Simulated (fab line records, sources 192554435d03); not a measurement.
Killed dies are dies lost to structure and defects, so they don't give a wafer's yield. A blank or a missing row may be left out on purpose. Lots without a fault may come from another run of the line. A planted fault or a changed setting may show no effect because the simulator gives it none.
Chamber matching | flow n5_finfet | N5_BEOL_M5_ETCH_75 on rie_diel-01: 4 sister chambers
The step etches underlayer in N2/H2, target depth 6.5 nm, time 5.2 s. 4 wafers are shown with their chamber, then 11 later ones without.

WAFERS WITH THEIR CHAMBER
wafer  | chamber | drypump_motor_current_A (A)
L084.5 | 1       | 5.58
L089.1 | 3       | 5.67
L089.5 | 2       | 5.68
L092.1 | 0       | 5.08

WAFERS WITHOUT THEIR CHAMBER
wafer  | drypump_motor_current_A (A)
L092.3 | 5.62
L092.5 | 5.63
L091.3 | 5.58
L091.4 | 5.57
L091.5 | 5.67
L093.3 | 5.66
L093.5 | 5.07
L093.6 | 5.66
L095.2 | 5.05
L095.5 | 5.63
L095.6 | 5.60

WHICH CHAMBER EACH WENT THROUGH
wafer  | from the rows above          | in truth
L092.3 | can't be placed: 1 or 3 or 2 | 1
L092.5 | can't be placed: 3 or 1 or 2 | 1
L091.3 | 1                            | 1
L091.4 | 1                            | 1
L091.5 | can't be placed: 3 or 2      | 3
L093.3 | can't be placed: 3 or 2      | 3
L093.5 | 0                            | 0
L093.6 | can't be placed: 3 or 2      | 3
L095.2 | 0                            | 0
L095.5 | can't be placed: 3 or 1 or 2 | 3
L095.6 | 1                            | 1
Placed correctly: 5 of 11. Can't be placed from these rows: 6 (the true chamber is among the candidates in 6). Placed wrongly: 0.
How it was worked out, from the rows above alone: a wafer's distance from a chamber is the root of the sum, over the readings, of the square of ((its reading less the chamber's mean) divided by the reading's scatter). The wafer belongs to the nearest chamber; if the next one is less than 2 further off, it can't be placed. A chamber's mean is the mean of its shown wafers. The scatter: with one shown wafer a chamber, the root of the mean of the squares of how far each hidden wafer lies from its nearest shown one.
